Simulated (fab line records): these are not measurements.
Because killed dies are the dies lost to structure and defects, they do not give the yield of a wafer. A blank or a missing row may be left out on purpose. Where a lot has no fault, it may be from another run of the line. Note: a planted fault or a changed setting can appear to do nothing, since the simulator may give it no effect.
Which tool was responsible? :: flow n5 finfet :: 13 lots with 36 wafers sampled at 5 steps, on a route of 1938 steps

WHAT THE GAUGES READ, wafer by wafer
N5_STI_FIN_REVEAL_FIN_H_MEAS_10. Usual: trench depth nm 52.3 nm, standard deviation 0.62.
lot: L475
measured: day 2 14:44
on: ocd-01
trench depth nm (nm): 51.5 51.3 51.6
flag: 

lot: L476
measured: day 2 19:27
on: ocd-02
trench depth nm (nm): 52.5 52.5 52.7
flag: 

lot: L477
measured: day 3 01:31
on: ocd-02
trench depth nm (nm): 49.3 47.7 48.5
flag: OFF

lot: L478
measured: day 3 07:44
on: ocd-02
trench depth nm (nm): 49.4 49.5 48.8
flag: OFF

lot: L479
measured: day 3 13:05
on: ocd-02
trench depth nm (nm): 52.3 51.7 52.7
flag: 

lot: L484
measured: day 4 18:53
on: ocd-02
trench depth nm (nm): 50.1 50.6 51.2
flag: 

lot: L485
measured: day 5 01:46
on: ocd-01
trench depth nm (nm): 52.2 52.6 52.2
flag: 

lot: L486
measured: day 5 08:34
on: ocd-01
trench depth nm (nm): 53.0 52.7
flag: 

lot: L489
measured: day 6 00:20
on: ocd-02
trench depth nm (nm): 52.2 51.4 51.8
flag: 

lot: L491
measured: day 6 13:04
on: ocd-01
trench depth nm (nm): 52.7 52.2
flag: 

lot: L494
measured: day 7 10:46
on: ocd-01
trench depth nm (nm): 52.2 52.4
flag: 

lot: L495
measured: day 7 15:35
on: ocd-02
trench depth nm (nm): 51.8 51.0 52.0
flag: 

lot: L498
measured: day 8 07:35
on: ocd-01
trench depth nm (nm): 53.4 51.7 52.6
flag: 

WHAT TOOL EACH LOT RAN ON (gives the tool, then ch and the chambers of the sampled wafers, and finally the start)
lot: L475
N5_FIN_CUT_PRECLEAN_35: vapor etch-02 ch 0,1, day 2 05:16
N5_STI_FIN_REVEAL_ALD_14: ald sin-01 ch 0,1,2, day 2 05:41
N5_STI_FIN_REVEAL_DENSIFY_30: rtp anneal-02 ch 0, day 2 11:10
N5_STI_FIN_REVEAL_STRIP_35: wet bench-01 ch 2,5,6, day 2 14:22

lot: L476
N5_FIN_CUT_PRECLEAN_35: vapor etch-01 ch 0,1, day 2 10:16
N5_STI_FIN_REVEAL_ALD_14: ald sin-02 ch 0,2,3, day 2 10:49
N5_STI_FIN_REVEAL_DENSIFY_30: rtp anneal-01 ch 0, day 2 16:13
N5_STI_FIN_REVEAL_STRIP_35: wet bench-05 ch 0,4,6, day 2 19:08

lot: L477
N5_FIN_CUT_PRECLEAN_35: vapor etch-01 ch 0,1, day 2 15:46
N5_STI_FIN_REVEAL_ALD_14: ald sin-01 ch 0,1,2, day 2 16:34
N5_STI_FIN_REVEAL_DENSIFY_30: rtp anneal-01 ch 0, day 2 21:57
N5_STI_FIN_REVEAL_STRIP_35: wet bench-01 ch 1,4,7, day 3 01:16

lot: L478
N5_FIN_CUT_PRECLEAN_35: vapor etch-01 ch 0,1, day 2 21:57
N5_STI_FIN_REVEAL_ALD_14: ald sin-02 ch 0,1, day 2 22:28
N5_STI_FIN_REVEAL_DENSIFY_30: rtp anneal-01 ch 0, day 3 04:31
N5_STI_FIN_REVEAL_STRIP_35: wet bench-06 ch 0,1,6, day 3 07:22

lot: L479
N5_FIN_CUT_PRECLEAN_35: vapor etch-02 ch 0,1, day 3 03:59
N5_STI_FIN_REVEAL_ALD_14: ald sin-01 ch 1,3, day 3 04:30
N5_STI_FIN_REVEAL_DENSIFY_30: rtp anneal-01 ch 0, day 3 09:55
N5_STI_FIN_REVEAL_STRIP_35: wet bench-06 ch 1,4,5, day 3 12:50

lot: L484
N5_FIN_CUT_PRECLEAN_35: vapor etch-02 ch 0,1, day 4 09:53
N5_STI_FIN_REVEAL_ALD_14: ald sin-03 ch 1,2,3, day 4 10:21
N5_STI_FIN_REVEAL_DENSIFY_30: rtp anneal-02 ch 0, day 4 15:48
N5_STI_FIN_REVEAL_STRIP_35: wet bench-06 ch 0,1,5, day 4 18:37

lot: L485
N5_FIN_CUT_PRECLEAN_35: vapor etch-02 ch 0,1, day 4 16:26
N5_STI_FIN_REVEAL_ALD_14: ald sin-03 ch 1,2, day 4 17:02
N5_STI_FIN_REVEAL_DENSIFY_30: rtp anneal-02 ch 0, day 4 22:37
N5_STI_FIN_REVEAL_STRIP_35: wet bench-06 ch 1,2,4, day 5 01:30

lot: L486
N5_FIN_CUT_PRECLEAN_35: vapor etch-01 ch 0,1, day 4 23:13
N5_STI_FIN_REVEAL_ALD_14: ald sin-03 ch 2, day 4 23:46
N5_STI_FIN_REVEAL_DENSIFY_30: rtp anneal-01 ch 0, day 5 05:07
N5_STI_FIN_REVEAL_STRIP_35: wet bench-05 ch 5,7, day 5 08:19

lot: L489
N5_FIN_CUT_PRECLEAN_35: vapor etch-02 ch 0,1, day 5 15:21
N5_STI_FIN_REVEAL_ALD_14: ald sin-01 ch 1,2,3, day 5 15:48
N5_STI_FIN_REVEAL_DENSIFY_30: rtp anneal-01 ch 0, day 5 21:10
N5_STI_FIN_REVEAL_STRIP_35: wet bench-06 ch 3,6,7, day 6 00:04

lot: L491
N5_FIN_CUT_PRECLEAN_35: vapor etch-02 ch 0,1, day 6 04:02
N5_STI_FIN_REVEAL_ALD_14: ald sin-03 ch 2,3, day 6 04:29
N5_STI_FIN_REVEAL_DENSIFY_30: rtp anneal-01 ch 0, day 6 09:52
N5_STI_FIN_REVEAL_STRIP_35: wet bench-01 ch 0,3, day 6 12:49

lot: L494
N5_FIN_CUT_PRECLEAN_35: vapor etch-01 ch 0,1, day 7 01:33
N5_STI_FIN_REVEAL_ALD_14: ald sin-03 ch 2,3, day 7 01:59
N5_STI_FIN_REVEAL_DENSIFY_30: rtp anneal-02 ch 0, day 7 07:32
N5_STI_FIN_REVEAL_STRIP_35: wet bench-01 ch 0,2, day 7 10:31

lot: L495
N5_FIN_CUT_PRECLEAN_35: vapor etch-01 ch 0,1, day 7 06:30
N5_STI_FIN_REVEAL_ALD_14: ald sin-02 ch 1,2, day 7 07:02
N5_STI_FIN_REVEAL_DENSIFY_30: rtp anneal-01 ch 0, day 7 12:26
N5_STI_FIN_REVEAL_STRIP_35: wet bench-01 ch 0,3,7, day 7 15:20

lot: L498
N5_FIN_CUT_PRECLEAN_35: vapor etch-01 ch 0,1, day 7 22:07
N5_STI_FIN_REVEAL_ALD_14: ald sin-01 ch 0,2,3, day 7 22:34
N5_STI_FIN_REVEAL_DENSIFY_30: rtp anneal-01 ch 0, day 8 03:58
N5_STI_FIN_REVEAL_STRIP_35: wet bench-06 ch 0,5,7, day 8 07:19
- N5_FIN_CUT_PRECLEAN_35: cleans in vHF, time 13.3 s.
- N5_STI_FIN_REVEAL_ALD_14: deposits Si3N4, target thk 3 nm.
- N5_STI_FIN_REVEAL_DENSIFY_30
- N5_STI_FIN_REVEAL_STRIP_35: strips Si3N4 in H3PO4, target depth 4 nm, time 39 s.

AS READ BY THE TOOLS THEMSELVES (means over the sampled wafers that have a number; for cases with no such wafer, the mark the record gives instead)
N5_FIN_CUT_PRECLEAN_35. Usual: drypump motor current A 5.9 A, standard deviation 0.33; pressure torr 124.99 Torr, standard deviation 0.26; temp c 44.99 C, standard deviation 0.1.
lot: L475
tool: vapor etch-02
drypump motor current A (A): 5.9
pressure torr (Torr): 125.01
temp c (C): 44.99
flag: 

lot: L476
tool: vapor etch-01
drypump motor current A (A): 5.7
pressure torr (Torr): 125.11
temp c (C): 44.91
flag: 

lot: L477
tool: vapor etch-01
drypump motor current A (A): 5.7
pressure torr (Torr): 125.10
temp c (C): 45.12
flag: 

lot: L478
tool: vapor etch-01
drypump motor current A (A): 5.8
pressure torr (Torr): 124.94
temp c (C): 44.87
flag: 

lot: L479
tool: vapor etch-02
drypump motor current A (A): 6.2
pressure torr (Torr): 124.97
temp c (C): 45.01
flag: 

lot: L484
tool: vapor etch-02
drypump motor current A (A): 5.9
pressure torr (Torr): 124.98
temp c (C): 45.00
flag: 

lot: L485
tool: vapor etch-02
drypump motor current A (A): 6.2
pressure torr (Torr): 125.11
temp c (C): 44.97
flag: 

lot: L486
tool: vapor etch-01
drypump motor current A (A): 5.8
pressure torr (Torr): 124.91
temp c (C): 45.10
flag: 

lot: L489
tool: vapor etch-02
drypump motor current A (A): 6.2
pressure torr (Torr): 124.82
temp c (C): 45.04
flag: 

lot: L491
tool: vapor etch-02
drypump motor current A (A): 6.0
pressure torr (Torr): 124.93
temp c (C): 45.05
flag: 

lot: L494
tool: vapor etch-01
drypump motor current A (A): 5.7
pressure torr (Torr): 124.73
temp c (C): 44.93
flag: 

lot: L495
tool: vapor etch-01
drypump motor current A (A): 5.7
pressure torr (Torr): 125.42
temp c (C): 45.09
flag: 

lot: L498
tool: vapor etch-01
drypump motor current A (A): 5.8
pressure torr (Torr): 124.63
temp c (C): 44.98
flag: 

N5_STI_FIN_REVEAL_ALD_14. Usual: heater power w 841 W, standard deviation 91.
lot: L475
tool: ald sin-01
heater power w (W): 828
flag: 

lot: L476
tool: ald sin-02
heater power w (W): 826
flag: 

lot: L477
tool: ald sin-01
heater power w (W): 825
flag: 

lot: L478
tool: ald sin-02
heater power w (W): 763
flag: 

lot: L479
tool: ald sin-01
heater power w (W): 914
flag: 

lot: L484
tool: ald sin-03
heater power w (W): 835
flag: 

lot: L485
tool: ald sin-03
heater power w (W): 860
flag: 

lot: L486
tool: ald sin-03
heater power w (W): 878
flag: 

lot: L489
tool: ald sin-01
heater power w (W): 827
flag: 

lot: L491
tool: ald sin-03
heater power w (W): 816
flag: 

lot: L494
tool: ald sin-03
heater power w (W): 818
flag: 

lot: L495
tool: ald sin-02
heater power w (W): 741
flag: 

lot: L498
tool: ald sin-01
heater power w (W): 884
flag: 

N5_STI_FIN_REVEAL_DENSIFY_30. Usual: lamp power pct 11.54 %, standard deviation 0.054.
lot: L475
tool: rtp anneal-02
lamp power pct (%): 11.58
flag: 

lot: L476
tool: rtp anneal-01
lamp power pct (%): 11.55
flag: 

lot: L477
tool: rtp anneal-01
lamp power pct (%): 11.51
flag: 

lot: L478
tool: rtp anneal-01
lamp power pct (%): 11.58
flag: 

lot: L479
tool: rtp anneal-01
lamp power pct (%): 11.55
flag: 

lot: L484
tool: rtp anneal-02
lamp power pct (%): 11.51
flag: 

lot: L485
tool: rtp anneal-02
lamp power pct (%): 11.52
flag: 

lot: L486
tool: rtp anneal-01
lamp power pct (%): 11.54
flag: 

lot: L489
tool: rtp anneal-01
lamp power pct (%): 11.53
flag: 

lot: L491
tool: rtp anneal-01
lamp power pct (%): 11.55
flag: 

lot: L494
tool: rtp anneal-02
lamp power pct (%): 11.58
flag: 

lot: L495
tool: rtp anneal-01
lamp power pct (%): 11.56
flag: 

lot: L498
tool: rtp anneal-01
lamp power pct (%): 11.46
flag: 

N5_STI_FIN_REVEAL_STRIP_35. Usual: bath guard temp C 165.0 C, standard deviation 0.54; bath heat duty pct 28 %, standard deviation 3.5; temp c 164.98 C, standard deviation 0.13.
lot: L475
tool: wet bench-01
bath guard temp C (C): 164.7
bath heat duty pct (%): 28
temp c (C): 165.00
flag: 

lot: L476
tool: wet bench-05
bath guard temp C (C): 165.0
bath heat duty pct (%): 32
temp c (C): 164.95
flag: 

lot: L477
tool: wet bench-01
bath guard temp C (C): -
bath heat duty pct (%): -
temp c (C): -
flag: OFF

lot: L478
tool: wet bench-06
bath guard temp C (C): -
bath heat duty pct (%): -
temp c (C): -
flag: OFF

lot: L479
tool: wet bench-06
bath guard temp C (C): 164.8
bath heat duty pct (%): 26
temp c (C): 165.09
flag: 

lot: L484
tool: wet bench-06
bath guard temp C (C): 164.8
bath heat duty pct (%): 25
temp c (C): 165.00
flag: 

lot: L485
tool: wet bench-06
bath guard temp C (C): 164.9
bath heat duty pct (%): 27
temp c (C): 164.93
flag: 

lot: L486
tool: wet bench-05
bath guard temp C (C): 164.3
bath heat duty pct (%): 26
temp c (C): 164.98
flag: 

lot: L489
tool: wet bench-06
bath guard temp C (C): 165.3
bath heat duty pct (%): 30
temp c (C): 164.96
flag: 

lot: L491
tool: wet bench-01
bath guard temp C (C): 164.4
bath heat duty pct (%): 34
temp c (C): 164.90
flag: 

lot: L494
tool: wet bench-01
bath guard temp C (C): 164.8
bath heat duty pct (%): 33
temp c (C): 165.07
flag: 

lot: L495
tool: wet bench-01
bath guard temp C (C): 164.5
bath heat duty pct (%): 30
temp c (C): 164.97
flag: 

lot: L498
tool: wet bench-06
bath guard temp C (C): 164.8
bath heat duty pct (%): 26
temp c (C): 165.07
flag: 

THE ANSWER, worked out from the rows above alone
Rule: a lot counts as off when the mean over its wafers that have a number is more than 3 standard deviations away from the usual mean. A lot without any number at a reading at which 4 lots or more have one is off too. Where the step has rows for the other lots, those lots are counted as sound. First the gauges in route order, then the tools' own readings, where a lot's mean is used as printed above. At the first step where some lot is off, the reading lying furthest off is the one used; lots without a number count as furthest.
Off at N5_STI_FIN_REVEAL_FIN_H_MEAS_10 (trench depth nm): L477, L478.
If a tool, at a process step before that reading, ran all the lots that are off and no sound lot after the first of them, it fits. The gauges at N5_STI_FIN_REVEAL_FIN_H_MEAS_10 aren't tried: what is off there is off at N5_STI_FIN_REVEAL_STRIP_35 too, on other tools, and a gauge's error can't cause that. Of those tried, none fits.

WHAT HAD BEEN PUT IN BY THE SIMULATOR
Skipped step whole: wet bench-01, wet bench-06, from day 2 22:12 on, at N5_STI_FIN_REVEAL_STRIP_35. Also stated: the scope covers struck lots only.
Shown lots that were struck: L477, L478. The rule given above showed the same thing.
